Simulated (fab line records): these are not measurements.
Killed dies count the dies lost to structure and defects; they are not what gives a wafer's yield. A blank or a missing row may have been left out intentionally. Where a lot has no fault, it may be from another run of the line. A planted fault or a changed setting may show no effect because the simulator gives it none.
fab line records + flow n5_finfet
[record]
- lots = 10
- wafers = 28
- last_day = 17
route steps=1938 shown PMOS_HMC_CHANNEL_EPI@87 FIN_SAQP@95 BEOL_M4@1111 PASSIVATION@1936
lots untouched by any fault: they come from a run of this same line in which no faults occurred
start_h: hours from the record's opening day to when the first of the lot's shown wafers began + wait_h: how many hours have passed since the lot's step before this one + " as in the row above + L1.1+2: a single row standing in for several wafers + - no value, or no start given + * or withheld: withheld + < > ~ a bound
route shown NAME@n: NAME is a module with steps in the file, n the number in the route of the first one + usual: mean/standard deviation taken from wafers without a fault + same: alike in all rows + chamber/n: place in a boat + sites: readings site by site + _std_site: the values' standard deviation + _edge_site: the outer-site mean with the inner-site mean subtracted + radius_mm: for every site, how far away it sits from the centre of the wafer + mask NAME#n: copy n + behind: tool/chamber where the wafer was last shaped + hold: what put the lot on hold/how long, in hours/how the hold closed + device: transistor that didn't switch, given as n, p or np + end of line: tests run on the same wafers once the route is complete + for a step that has no rows: nothing shown but its recipe + killed: dies that structure and defects cost at the first sort, which is not the same as the wafer's yield + map: shows each die of a wafer: x if killed, . if not, _ if none is there
set.NAME: the run value of the setting; set.NAME@STEP: its run value at that earlier step + model.NAME: the simulator's own value behind a step, which no gauge read
the route's steps for a sample of lots (tables are steps, rows are wafers)
services: a tool's chamber out of use, with start hour (start_h, from the record's first day; less than 0 if before it), hours out, and reason
[[steps]]
[step N5_PMOS_HMC_CHANNEL_EPI_EPI_26]
[recipe]
- material = Si
- target_thk_a = 38
- temp_c = 650
- precursor = SiH4/H2
- pressure_torr = 20
- time_s = 22.7
[usual]
- throttle_valve_pct = 11.59/0.17
| lot.wafer | tool         | chamber | start_h | wait_h | throttle_valve_pct |
|-----------|--------------|---------|---------|--------|--------------------|
| L618.2    | epi_rpcvd-02 | 0       | 43.68   | 0.1    | 11.73              |
| L618.4    | "            | 0       | "       | "      | 11.62              |
| L618.5    | "            | 0       | "       | "      | 11.49              |
| L619.2    | epi_rpcvd-02 | 0       | 49.84   | 0.1    | 11.71              |
| L619.3    | "            | 0       | "       | "      | 11.46              |
| L619.5    | "            | 0       | "       | "      | 11.13              |
| L620.1    | epi_rpcvd-04 | 0       | 56.08   | 0.0    | 11.88              |
| L620.4    | "            | 0       | "       | "      | 11.49              |
| L620.6    | "            | 0       | "       | "      | 11.61              |
| L622.2    | epi_rpcvd-03 | 0       | 68.93   | 0.1    | 11.73              |
| L622.5    | "            | 0       | "       | "      | 11.43              |
| L623.2    | epi_rpcvd-02 | 0       | 73.68   | 0.1    | 11.46              |
| L623.5    | "            | 0       | "       | "      | 11.51              |
| L631.1    | epi_rpcvd-02 | 0       | 122.17  | 0.0    | 11.69              |
| L631.2    | "            | 0       | "       | "      | 11.39              |
| L631.4    | "            | 0       | "       | "      | 11.33              |
| L632.2    | epi_rpcvd-04 | 0       | 128.15  | 0.1    | 11.68              |
| L632.4    | "            | 0       | "       | "      | 11.60              |
| L632.5    | "            | 0       | "       | "      | 11.61              |
| L633.1    | epi_rpcvd-02 | 0       | 134.16  | 0.0    | 11.45              |
| L633.4    | "            | 0       | "       | "      | 11.81              |
| L633.5    | "            | 0       | "       | "      | 11.24              |
| L634.1    | epi_rpcvd-04 | 0       | 140.17  | 0.0    | 11.63              |
| L634.2    | "            | 0       | "       | "      | 11.94              |
| L634.3    | "            | 0       | "       | "      | 11.51              |
| L635.2    | epi_rpcvd-02 | 0       | 145.65  | 0.1    | 11.42              |
| L635.4    | "            | 0       | "       | "      | 11.58              |
| L635.6    | "            | 0       | "       | "      | 11.43              |
[step N5_FIN_SAQP_DENSIFY_62]
[recipe]
- temp_c = 700
- time_s = 60
- ambient = N2
- idle_temp_c = 600
- ramp_up_c_per_s = 150
- ramp_down_c_per_s = 60
- cool_to_c = 600
[usual]
- lamp_power_pct = 9.85/0.044
- wafer_temp_C_max = 703.3/0.61
| lot.wafer | tool          | chamber | start_h | wait_h | lamp_power_pct | wafer_temp_C_max |
|-----------|---------------|---------|---------|--------|----------------|------------------|
| L618.2    | rtp_anneal-01 | 0       | 44.42   | 0.1    | 9.84           | 702.6            |
| L618.4    | "             | 0       | "       | "      | 9.81           | 703.1            |
| L618.5    | "             | 0       | "       | "      | 9.82           | 703.0            |
| L619.2    | rtp_anneal-01 | 0       | 50.51   | 0.1    | 9.88           | 702.8            |
| L619.3    | "             | 0       | "       | "      | 9.82           | 703.5            |
| L619.5    | "             | 0       | "       | "      | 9.88           | 703.3            |
| L620.1    | rtp_anneal-02 | 0       | 57.05   | 0.1    | 9.86           | 705.3            |
| L620.4    | "             | 0       | "       | "      | 9.82           | 702.7            |
| L620.6    | "             | 0       | "       | "      | 9.83           | 703.2            |
| L622.2    | rtp_anneal-02 | 0       | 69.65   | 0.1    | 9.95           | 704.5            |
| L622.5    | "             | 0       | "       | "      | 9.89           | 703.1            |
| L623.2    | rtp_anneal-02 | 0       | 74.57   | 0.1    | 9.74           | 703.4            |
| L623.5    | "             | 0       | "       | "      | 9.86           | 702.7            |
| L631.1    | rtp_anneal-02 | 0       | 122.87  | 0.1    | 9.88           | 702.6            |
| L631.2    | "             | 0       | "       | "      | 9.91           | 702.8            |
| L631.4    | "             | 0       | "       | "      | 9.98           | 702.6            |
| L632.2    | rtp_anneal-01 | 0       | 129.17  | 0.3    | 9.83           | 703.7            |
| L632.4    | "             | 0       | "       | "      | 9.76           | 703.2            |
| L632.5    | "             | 0       | "       | "      | 9.92           | 702.5            |
| L633.1    | rtp_anneal-02 | 0       | 135.63  | 0.2    | 9.81           | 702.9            |
| L633.4    | "             | 0       | "       | "      | 9.89           | 704.1            |
| L633.5    | "             | 0       | "       | "      | 9.86           | 702.2            |
| L634.1    | rtp_anneal-01 | 0       | 141.30  | 0.1    | 9.92           | 703.1            |
| L634.2    | "             | 0       | "       | "      | 9.86           | 702.5            |
| L634.3    | "             | 0       | "       | "      | 9.88           | 702.8            |
| L635.2    | rtp_anneal-01 | 0       | 146.33  | 0.1    | 9.83           | 703.3            |
| L635.4    | "             | 0       | "       | "      | 9.83           | 703.5            |
| L635.6    | "             | 0       | "       | "      | 9.89           | 702.7            |
[step N5_FIN_SAQP_PECVD_48]
[recipe]
- material = SiNx
- target_thk_a = 250
- temp_c = 400
- precursor = SiH4/NH3/N2
- pressure_torr = 1.5
- rf_w = 300
- time_s = 22.1
[usual]
- heater_power_outer_w = 483/73
- heater_power_w = 786/100
- rf_fwd_power_W = 296.7/1.1
- showerhead_plenum_p_Torr = 5.16/0.034
- throttle_valve_pct = 39.2/2.9
| lot.wafer | tool     | chamber | start_h | wait_h | heater_power_outer_w | heater_power_w | rf_fwd_power_W | showerhead_plenum_p_Torr | throttle_valve_pct |
|-----------|----------|---------|---------|--------|----------------------|----------------|----------------|--------------------------|--------------------|
| L618.2    | pecvd-04 | 2       | 44.80   | 0.0    | 474                  | 771            | 298.0          | 5.12                     | 36.3               |
| L618.4    | "        | 0       | "       | "      | 474                  | 813            | 294.2          | 5.23                     | 41.4               |
| L618.5    | "        | 2       | "       | "      | 474                  | 772            | 298.5          | 5.12                     | 36.0               |
| L619.2    | pecvd-01 | 0       | 50.88   | 0.0    | 545                  | 896            | 297.5          | 5.16                     | 37.0               |
| L619.3    | "        | 1       | "       | "      | 406                  | 675            | 296.1          | 5.18                     | 40.0               |
| L619.5    | "        | 2       | "       | "      | 510                  | 781            | 298.3          | 5.15                     | 35.5               |
| L620.1    | pecvd-03 | 2       | 57.43   | 0.0    | 529                  | 890            | 298.0          | 5.12                     | 36.7               |
| L620.4    | "        | 1       | "       | "      | 411                  | 635            | 295.2          | 5.20                     | 44.3               |
| L620.6    | "        | 0       | "       | "      | 354                  | 616            | 296.0          | 5.13                     | 40.3               |
| L622.2    | pecvd-01 | 1       | 70.00   | 0.0    | 448                  | 735            | 295.9          | 5.18                     | 40.0               |
| L622.5    | "        | 2       | "       | "      | 555                  | 845            | 297.3          | 5.15                     | 35.4               |
| L623.2    | pecvd-03 | 0       | 74.92   | 0.0    | 340                  | 576            | 298.1          | 5.12                     | 39.9               |
| L623.5    | "        | 2       | "       | "      | 633                  | 1017           | 295.5          | 5.14                     | 36.5               |
| L631.1    | pecvd-04 | 1       | 123.25  | 0.0    | 414                  | 727            | 294.9          | 5.14                     | 41.4               |
| L631.2    | "        | 2       | "       | "      | 533                  | 878            | 298.7          | 5.14                     | 36.5               |
| L631.4    | "        | 2       | "       | "      | 538                  | 890            | 298.1          | 5.13                     | 36.4               |
| L632.2    | pecvd-04 | 1       | 129.52  | 0.0    | 478                  | 820            | 296.4          | 5.13                     | 41.7               |
| L632.4    | "        | 2       | "       | "      | 532                  | 857            | 297.7          | 5.13                     | 36.4               |
| L632.5    | "        | 0       | "       | "      | 443                  | 768            | 297.0          | 5.23                     | 42.1               |
| L633.1    | pecvd-03 | 2       | 136.03  | 0.0    | 669                  | 1048           | 297.3          | 5.14                     | 36.4               |
| L633.4    | "        | 1       | "       | "      | 498                  | 728            | 297.1          | 5.18                     | 44.2               |
| L633.5    | "        | 2       | "       | "      | 661                  | 1047           | 297.3          | 5.14                     | 36.8               |
| L634.1    | pecvd-04 | 1       | 141.68  | 0.0    | 382                  | 680            | 293.6          | 5.13                     | 41.6               |
| L634.2    | "        | 0       | "       | "      | 422                  | 752            | 297.3          | 5.23                     | 42.0               |
| L634.3    | "        | 2       | "       | "      | 524                  | 843            | 297.7          | 5.13                     | 36.7               |
| L635.2    | pecvd-01 | 0       | 146.68  | 0.0    | 496                  | 843            | 297.1          | 5.14                     | 36.8               |
| L635.4    | "        | 1       | "       | "      | 360                  | 611            | 295.7          | 5.19                     | 40.0               |
| L635.6    | "        | 2       | "       | "      | 507                  | 790            | 296.5          | 5.14                     | 35.8               |
[step N5_FIN_SAQP_PEB_14]
[recipe]
- peb_temp_c = withheld
- peb_time_s = 60
- resist = CAR-ArF
| lot.wafer  | tool           | chamber | start_h | wait_h |
|------------|----------------|---------|---------|--------|
| L618.2+4+5 | litho_track-02 | 0       | 45.35   | 0.0    |
| L619.2+3+5 | litho_track-02 | 0       | 51.42   | 0.0    |
| L620.1+4+6 | litho_track-02 | 0       | 57.98   | 0.1    |
| L622.2+5   | litho_track-02 | 0       | 70.55   | 0.0    |
| L623.2+5   | litho_track-02 | 0       | 75.34   | 0.0    |
| L631.1+2+4 | litho_track-01 | 0       | 123.79  | 0.1    |
| L632.2+4+5 | litho_track-01 | 0       | 129.94  | 0.0    |
| L633.1+4+5 | litho_track-01 | 0       | 136.62  | 0.1    |
| L634.1+2+3 | litho_track-01 | 0       | 142.23  | 0.1    |
| L635.2+4+6 | litho_track-03 | 0       | 147.22  | 0.0    |
[step N5_FIN_SAQP_CD_MEAS_16]
[recipe]
- target_cd_nm = 35.6
- landing_energy_ev = 500
- detector = se_inlens
[usual]
- cd_nm = 35.55/0.27
| lot.wafer | tool      | chamber | start_h | wait_h | cd_nm |
|-----------|-----------|---------|---------|--------|-------|
| L618.2    | cd_sem-02 | 0       | 45.42   | -      | 35.57 |
| L618.4    | "         | 0       | "       | "      | 35.67 |
| L618.5    | "         | 0       | "       | "      | 35.81 |
| L619.2    | cd_sem-03 | 0       | 51.49   | -      | 35.56 |
| L619.3    | "         | 0       | "       | "      | 35.80 |
| L619.5    | "         | 0       | "       | "      | 35.41 |
| L620.1    | cd_sem-02 | 0       | 58.05   | -      | 35.75 |
| L620.4    | "         | 0       | "       | "      | 35.48 |
| L620.6    | "         | 0       | "       | "      | 34.16 |
| L622.2    | cd_sem-03 | 0       | 70.62   | -      | 34.29 |
| L622.5    | "         | 0       | "       | "      | 35.42 |
| L623.2    | cd_sem-03 | 0       | 75.41   | -      | 34.24 |
| L623.5    | "         | 0       | "       | "      | 35.80 |
| L631.1    | cd_sem-03 | 0       | 123.86  | -      | 35.98 |
| L631.2    | "         | 0       | "       | "      | 35.95 |
| L631.4    | "         | 0       | "       | "      | 36.15 |
| L632.2    | cd_sem-03 | 0       | 130.01  | -      | 35.04 |
| L632.4    | "         | 0       | "       | "      | 35.19 |
| L632.5    | "         | 0       | "       | "      | 35.26 |
| L633.1    | cd_sem-03 | 0       | 136.69  | -      | 36.09 |
| L633.4    | "         | 0       | "       | "      | 35.69 |
| L633.5    | "         | 0       | "       | "      | 35.75 |
| L634.1    | cd_sem-03 | 0       | 142.30  | -      | 35.54 |
| L634.2    | "         | 0       | "       | "      | 35.22 |
| L634.3    | "         | 0       | "       | "      | 35.41 |
| L635.2    | cd_sem-01 | 0       | 147.29  | -      | 35.19 |
| L635.4    | "         | 0       | "       | "      | 35.55 |
| L635.6    | "         | 0       | "       | "      | 35.27 |
[step N5_BEOL_M4_RC_MEAS_101]
[usual]
- DIBL_N = 36.2/1.5
- DIBL_P = 36.2/1.7
- IOFF_N = 0.155/0.021
- IOFF_P = 0.216/0.026
- ION_N = 674/11
- ION_P = 464/6.8
- SS_N = 71.5/0.56
- SS_P = 73.3/0.6
- VT_N = 250.2/2.6
- VT_P = -249.3/2.5
| lot.wafer | tool      | chamber | start_h | wait_h | DIBL_N[mV/V] | DIBL_P[mV/V] | IOFF_N[nA/um] | IOFF_P[nA/um] | ION_N[uA/um] | ION_P[uA/um] | SS_N[mV/dec] | SS_P[mV/dec] | VT_N[mV] | VT_P[mV] |
|-----------|-----------|---------|---------|--------|--------------|--------------|---------------|---------------|--------------|--------------|--------------|--------------|----------|----------|
| L618.2    | prober-01 | 0       | 191.63  | 0.2    | 37.9         | 35.0         | 0.143         | 0.214         | 660          | 455          | 71.5         | 74.1         | 253.3    | -249.4   |
| L618.4    | "         | 0       | "       | "      | 37.4         | 34.1         | 0.141         | 0.199         | 654          | 451          | 71.2         | 73.2         | 253.1    | -248.9   |
| L618.5    | "         | 0       | "       | "      | 38.8         | 36.2         | 0.162         | 0.236         | 656          | 458          | 71.5         | 74.1         | 249.7    | -248.5   |
| L619.2    | prober-02 | 0       | 195.41  | 0.2    | 36.6         | 37.6         | 0.171         | 0.210         | 688          | 463          | 71.6         | 73.2         | 250.8    | -253.2   |
| L619.3    | "         | 0       | "       | "      | 35.7         | 35.8         | 0.152         | 0.195         | 660          | 457          | 71.5         | 73.6         | 254.5    | -252.2   |
| L619.5    | "         | 0       | "       | "      | 36.9         | 37.4         | 0.170         | 0.208         | 671          | 458          | 71.8         | 73.9         | 248.4    | -254.2   |
| L620.1    | prober-01 | 0       | 200.25  | 0.3    | 37.2         | 38.9         | 0.174         | 0.232         | 686          | 470          | 71.9         | 74.4         | 248.2    | -249.4   |
| L620.4    | "         | 0       | "       | "      | 37.3         | 39.0         | 0.169         | 0.236         | 686          | 474          | 71.9         | 74.0         | 248.1    | -250.4   |
| L620.6    | "         | 0       | "       | "      | 36.8         | 38.0         | 0.164         | 0.217         | 679          | 458          | 71.8         | 73.7         | 249.1    | -251.1   |
| L622.2    | prober-02 | 0       | 210.02  | 0.2    | 35.4         | 36.7         | 0.134         | 0.196         | 662          | 460          | 72.2         | 73.0         | 256.6    | -255.0   |
| L622.5    | "         | 0       | "       | "      | 36.1         | 38.2         | 0.152         | 0.226         | 676          | 469          | 71.8         | 73.3         | 253.1    | -250.8   |
| L623.2    | prober-01 | 0       | 217.42  | 0.2    | 34.8         | 36.4         | 0.145         | 0.204         | 672          | 460          | 72.3         | 73.4         | 253.2    | -250.8   |
| L623.5    | "         | 0       | "       | "      | 34.9         | 35.8         | 0.144         | 0.193         | 662          | 450          | 70.9         | 72.3         | 252.0    | -252.1   |
| L631.1    | prober-01 | 0       | 271.15  | 0.0    | 35.3         | 35.2         | 0.145         | 0.212         | 668          | 471          | 70.9         | 73.3         | 250.6    | -246.6   |
| L631.2    | "         | 0       | "       | "      | 35.6         | 36.4         | 0.159         | 0.239         | 680          | 476          | 71.2         | 73.7         | 248.2    | -248.1   |
| L631.4    | "         | 0       | "       | "      | 37.2         | 37.6         | 0.184         | 0.257         | 686          | 473          | 72.1         | 73.9         | 248.1    | -246.3   |
| L632.2    | prober-02 | 0       | 275.40  | 0.2    | 35.6         | 35.1         | 0.142         | 0.207         | 659          | 455          | 71.8         | 73.5         | 252.9    | -249.4   |
| L632.4    | "         | 0       | "       | "      | 33.3         | 32.7         | 0.114         | 0.181         | 660          | 466          | 70.9         | 72.4         | 251.8    | -251.1   |
| L632.5    | "         | 0       | "       | "      | 33.7         | 32.5         | 0.117         | 0.172         | 648          | 452          | 70.8         | 73.6         | 254.7    | -251.4   |
| L634.1    | prober-02 | 0       | 286.88  | 0.0    | 39.7         | 38.9         | 0.181         | 0.247         | 675          | 457          | 72.4         | 74.0         | 249.7    | -246.9   |
| L634.2    | "         | 0       | "       | "      | 38.4         | 37.6         | 0.163         | 0.224         | 681          | 466          | 71.9         | 72.7         | 249.6    | -248.6   |
| L634.3    | "         | 0       | "       | "      | 36.9         | 35.6         | 0.139         | 0.201         | 684          | 471          | 72.0         | 72.5         | 251.3    | -249.3   |
| L633.1    | prober-01 | 0       | 287.20  | 0.0    | 36.0         | 35.6         | 0.143         | 0.190         | 676          | 461          | 70.2         | 73.1         | 248.3    | -249.5   |
| L633.4    | "         | 0       | "       | "      | 36.7         | 35.8         | 0.140         | 0.191         | 659          | 459          | 70.9         | 72.4         | 250.8    | -251.7   |
| L633.5    | "         | 0       | "       | "      | 34.5         | 33.8         | 0.109         | 0.170         | 665          | 461          | 69.9         | 72.4         | 254.4    | -251.5   |
| L635.2    | prober-01 | 0       | 303.72  | 0.2    | 38.5         | 37.4         | 0.169         | 0.240         | 682          | 472          | 71.6         | 74.0         | 249.8    | -248.0   |
| L635.4    | "         | 0       | "       | "      | 37.8         | 36.8         | 0.157         | 0.241         | 660          | 463          | 72.0         | 74.0         | 250.4    | -248.8   |
| L635.6    | "         | 0       | "       | "      | 38.0         | 36.3         | 0.160         | 0.234         | 666          | 460          | 71.7         | 73.9         | 249.1    | -248.1   |
[step N5_PASSIVATION_PROBE_49]
[usual]
- defect_limited_yield = 91.3/1.3
- killed_at_M0_to_M3 = 32/11
- killed_at_M4_up = 15/5.6
- killed_at_contacts = 12/6
- killed_at_front_end = 40/11
- killed_at_other = 3.5/2.6
- killed_dies = 102/15
- killed_open = 67/12
- killed_short = 34/7.3
- sort_bin_5_function = 5.1/0.85
- sort_bin_6_memory = 3.2/0.61
- sort_n_pass = 1078/15
- sort_yield_pct = 91.3/1.3
[same]
- gross_dies = 1180
- killed_at_back_side = 0
- sort_bin_4_leakage[%] = 0
- sort_bin_8_speed[%] = 0
| lot.wafer | tool      | chamber | start_h | wait_h | defect_limited_yield[%] | killed_at_M0_to_M3 | killed_at_M4_up | killed_at_contacts | killed_at_front_end | killed_at_other | killed_dies | killed_open | killed_short | sort_bin_5_function[%] | sort_bin_6_memory[%] | sort_n_pass | sort_yield_pct[%] |
|-----------|-----------|---------|---------|--------|-------------------------|--------------------|-----------------|--------------------|---------------------|-----------------|-------------|-------------|--------------|------------------------|----------------------|-------------|-------------------|
| L631.1    | prober-02 | -       | 361.00  | 0.0    | 91.8                    | 35                 | 14              | 10                 | 33                  | 5               | 97          | 64          | 33           | 4.7                    | 3.0                  | 1083        | 91.8              |
| L631.4    | prober-02 | -       | 361.15  | 0.2    | 92.9                    | 26                 | 24              | 12                 | 17                  | 5               | 84          | 58          | 25           | 5.1                    | 2.0                  | 1096        | 92.9              |
| L632.2    | prober-01 | -       | 371.87  | 0.1    | 92.0                    | 38                 | 18              | 11                 | 24                  | 3               | 94          | 57          | 37           | 5.0                    | 2.7                  | 1086        | 92.0              |
| L632.4    | prober-01 | -       | 371.97  | 0.2    | 90.8                    | 32                 | 19              | 18                 | 34                  | 5               | 108         | 68          | 40           | 5.3                    | 3.8                  | 1072        | 90.8              |
| L632.5    | prober-01 | -       | 372.02  | 0.2    | 89.9                    | 50                 | 11              | 11                 | 44                  | 3               | 119         | 82          | 37           | 5.3                    | 4.0                  | 1061        | 89.9              |
// killed by level:class
L631.1 BEOL_M0_SAQP:geometric_particle:open=11 FIN_SAQP:geometric_particle:short=8 MOL_CONTACT_COAG:geometric_particle:open=8 FIN_SAQP:geometric_particle:open=7 STI_FIN_REVEAL:geometric_particle:open=6 BEOL_M4:geometric_particle:open=6 BEOL_M0_SAQP:geometric_particle:short=5 BEOL_M1:geometric_particle:short=5
L631.4 BEOL_M4:geometric_particle:open=13 MOL_CONTACT_COAG:geometric_particle:open=8 DUMMY_GATE:geometric_particle:open=5 BEOL_M0_SAQP:geometric_particle:open=5 BEOL_M0_SAQP:geometric_particle:short=5 BEOL_M1:geometric_particle:open=5 FIN_SAQP:geometric_particle:open=4 MOL_CONTACT_COAG:geometric_particle:short=4
L632.2 BEOL_M3:geometric_particle:open=7 BEOL_M0_SAQP:geometric_particle:short=7 BEOL_M1:geometric_particle:open=7 FIN_SAQP:geometric_particle:open=6 MOL_CONTACT_COAG:geometric_particle:open=6 BEOL_M1:geometric_particle:short=6 MOL_CONTACT_COAG:geometric_particle:short=5 BEOL_M4:geometric_particle:open=5
L632.4 MOL_CONTACT_COAG:geometric_particle:open=15 GATE_CUT:geometric_particle:short=10 BEOL_M0:geometric_particle:open=7 BEOL_M4:geometric_particle:open=7 STI_FIN_REVEAL:geometric_particle:open=6 BEOL_M1:geometric_particle:short=5 BEOL_M2:geometric_particle:open=5 FIN_SAQP:geometric_particle:short=4
L632.5 BEOL_M2:geometric_particle:open=17 MOL_CONTACT_COAG:geometric_particle:open=10 FIN_SAQP:geometric_particle:short=8 GATE_CUT:geometric_particle:short=8 BEOL_M3:geometric_particle:open=8 DUMMY_GATE:geometric_particle:open=7 FIN_SAQP:geometric_particle:open=6 BEOL_M1:geometric_particle:open=6
[[services]]
| tool           | chamber | start_h | hours | kind                          |
|----------------|---------|---------|-------|-------------------------------|
| pecvd-03       | 2       | 21.23   | -     | clean                         |
| pecvd-03       | 2       | 21.23   | -     | consumable_replace:showerhead |
| pecvd-03       | 2       | 21.23   | 29.0  | scheduled_down                |
| pecvd-03       | 2       | 21.23   | 29.0  | vent_cycle                    |
| epi_rpcvd-04   | -       | 21.91   | 0.6   | repair                        |
| pecvd-04       | 2       | 25.04   | 16.5  | scheduled_down                |
| epi_rpcvd-03   | -       | 26.82   | 2.8   | pm                            |
| pecvd-01       | 1       | 30.03   | 5.5   | scheduled_down                |
| epi_rpcvd-03   | -       | 69.18   | 6.0   | pm                            |
| pecvd-04       | 1       | 92.72   | 2.1   | scheduled_down                |
| pecvd-03       | -       | 105.68  | 1.3   | repair                        |
| litho_track-01 | -       | 108.37  | -     | consumable_replace:filter     |
| pecvd-03       | 0       | 132.12  | 5.7   | repair                        |
| pecvd-01       | 1       | 133.41  | 2.1   | scheduled_down                |
| pecvd-03       | -       | 139.98  | 6.0   | pm                            |
[[key]]
[first_sign]
- step = N5_FIN_SAQP_CD_MEAS_16
- reading = cd_nm
- direction = down
- sigmas = 4.9
- usual = 35.55
- struck = 34.23
effect none on later readings
met_at N5_FIN_SAQP_PEB_14
struck_lots L620,L622,L623
struck_wafers L620.6,L622.2,L623.2
not_acting_at N5_PMOS_HMC_CHANNEL_EPI_EPI_26,N5_FIN_SAQP_DENSIFY_62,N5_FIN_SAQP_PECVD_48
onset_between 51.42 57.98
[fault]
- kind = process_parameter_drift
- tool = litho_track-02
- chamber = -
- onset_h = 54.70
- steps = N5_FIN_SAQP_PEB_14
- channel = peb_time_s
- offset = *
- shape = step
- end_h = 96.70
- scope = struck_wafers_only
- acts_in = *
- stated = *
